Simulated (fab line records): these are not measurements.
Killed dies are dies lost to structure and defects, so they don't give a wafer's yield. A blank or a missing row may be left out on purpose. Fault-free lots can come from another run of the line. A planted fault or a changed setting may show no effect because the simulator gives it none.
Which of the tools did it? | flow n5_finfet | 72 wafers from 24 lots sampled at 2 of the route's 1938 steps

## WHAT EACH GAUGE READ, for each wafer
N5_BEOL_M3_CD_MEAS_35: target cd 18 nm, target cd y 21 nm. Usual: cd_nm at 18.0 nm, with a standard deviation of 0.31.
lot  | measured     | on        | cd_nm (nm)     | flag
L074 | day 7 05:56  | cd_sem-02 | 18.0 18.0 17.9 |
L075 | day 7 09:56  | cd_sem-03 | 18.0 17.7 18.0 |
L076 | day 7 18:15  | cd_sem-03 | 17.7 18.2 18.7 |
L077 | day 7 22:47  | cd_sem-03 | 18.1 17.7 18.0 |
L078 | day 8 03:26  | cd_sem-03 | 18.3 18.3 18.1 |
L079 | day 8 18:38  | cd_sem-02 | 17.8 18.3 18.0 |
L080 | day 8 18:47  | cd_sem-02 | 18.1 18.4 18.4 |
L081 | day 9 02:34  | cd_sem-02 | 18.8 17.7 17.7 |
L083 | day 9 11:21  | cd_sem-01 | 17.6 18.4 17.8 |
L082 | day 9 15:11  | cd_sem-03 | 17.3 17.9 17.6 |
L084 | day 10 01:26 | cd_sem-01 | 18.0 18.3 18.1 |
L085 | day 10 03:32 | cd_sem-02 | 17.9 17.6 17.8 |
L086 | day 10 06:04 | cd_sem-03 | 17.7 18.2 17.8 |
L087 | day 10 07:38 | cd_sem-02 | 18.4 17.1 18.3 |
L088 | day 10 16:13 | cd_sem-01 | 17.8 18.0 18.1 |
L089 | day 11 00:38 | cd_sem-02 | 18.0 18.4 17.8 |
L090 | day 11 11:22 | cd_sem-02 | 18.1 18.5 18.1 |
L091 | day 11 12:46 | cd_sem-03 | 17.4 17.8 17.7 |
L092 | day 12 08:55 | cd_sem-02 | 18.3 17.7 18.4 |
L093 | day 12 18:56 | cd_sem-01 | 17.6 17.6 17.6 |
L094 | day 12 21:26 | cd_sem-01 | 18.3 18.1 18.5 |
L095 | day 12 17:45 | cd_sem-01 | 17.1 17.7 17.6 |
L096 | day 12 23:14 | cd_sem-01 | 17.4 17.9 17.8 |
L097 | day 12 23:14 | cd_sem-02 | 17.8 18.0 18.2 |

## TOOL THAT RAN EACH LOT (tool first, then ch and the chambers of the sampled wafers, then the start)
lot  | N5_BEOL_M2_ANNEAL_51
L074 | rtp_anneal-01 ch 0, day 6 21:12
L075 | rtp_anneal-02 ch 0, day 7 04:04
L076 | rtp_anneal-02 ch 0, day 7 13:12
L077 | rtp_anneal-02 ch 0, day 7 18:02
L078 | rtp_anneal-02 ch 0, day 7 23:08
L079 | rtp_anneal-02 ch 0, day 8 10:47
L080 | rtp_anneal-01 ch 0, day 8 10:54
L081 | rtp_anneal-02 ch 0, day 8 21:51
L083 | rtp_anneal-01 ch 0, day 9 02:47
L082 | rtp_anneal-02 ch 0, day 9 02:55
L084 | rtp_anneal-02 ch 0, day 9 14:55
L085 | rtp_anneal-01 ch 0, day 9 17:56
L086 | rtp_anneal-01 ch 0, day 9 19:23
L087 | rtp_anneal-02 ch 0, day 9 22:40
L088 | rtp_anneal-01 ch 0, day 10 11:50
L089 | rtp_anneal-02 ch 0, day 10 19:36
L090 | rtp_anneal-01 ch 0, day 10 23:20
L091 | rtp_anneal-02 ch 0, day 11 00:41
L092 | rtp_anneal-02 ch 0, day 11 23:45
L093 | rtp_anneal-02 ch 0, day 12 05:12
L094 | rtp_anneal-01 ch 0, day 12 08:28
L095 | rtp_anneal-01 ch 0, day 12 10:59
L096 | rtp_anneal-02 ch 0, day 12 11:03
L097 | rtp_anneal-01 ch 0, day 12 17:07
- N5_BEOL_M2_ANNEAL_51: time 90 s.

## WHAT THE TOOLS THEMSELVES READ (means of the sampled wafers that have a number; where no wafer has one, the mark that the record gives instead)
N5_BEOL_M2_ANNEAL_51. Usual: wafer_temp_C_max at 225.71, with a standard deviation of 0.22.
lot  | tool          | wafer_temp_C_max | flag
L074 | rtp_anneal-01 | 225.48           |
L075 | rtp_anneal-02 | 225.65           |
L076 | rtp_anneal-02 | 225.78           |
L077 | rtp_anneal-02 | 225.70           |
L078 | rtp_anneal-02 | 225.95           |
L079 | rtp_anneal-02 | 225.77           |
L080 | rtp_anneal-01 | 225.62           |
L081 | rtp_anneal-02 | 226.01           |
L083 | rtp_anneal-01 | 225.76           |
L082 | rtp_anneal-02 | 225.76           |
L084 | rtp_anneal-02 | 225.77           |
L085 | rtp_anneal-01 | 225.95           |
L086 | rtp_anneal-01 | 225.75           |
L087 | rtp_anneal-02 | 225.61           |
L088 | rtp_anneal-01 | 225.71           |
L089 | rtp_anneal-02 | 225.45           |
L090 | rtp_anneal-01 | 225.46           |
L091 | rtp_anneal-02 | 225.68           |
L092 | rtp_anneal-02 | 225.86           |
L093 | rtp_anneal-02 | 225.85           |
L094 | rtp_anneal-01 | 225.37           |
L095 | rtp_anneal-01 | 225.99           |
L096 | rtp_anneal-02 | 225.86           |
L097 | rtp_anneal-01 | 225.53           |

## THE ANSWER, worked out from the rows above alone
Rule: a lot is off if the mean of its wafers that have a number lies more than 3 standard deviations from the usual mean. Also off: a lot with no number at a reading for which 4 or more lots have one. All remaining lots with rows at the step are treated as sound. The gauges are gone through in route order, then the tools' own readings, and for those a lot's mean is taken as printed above. At the first step where some lot is off, the reading lying furthest off is the one used; lots without a number count as furthest.
No lot is off at any reading shown: from this, nothing can be told.

## WHAT THE SIMULATOR HAD INSERTED
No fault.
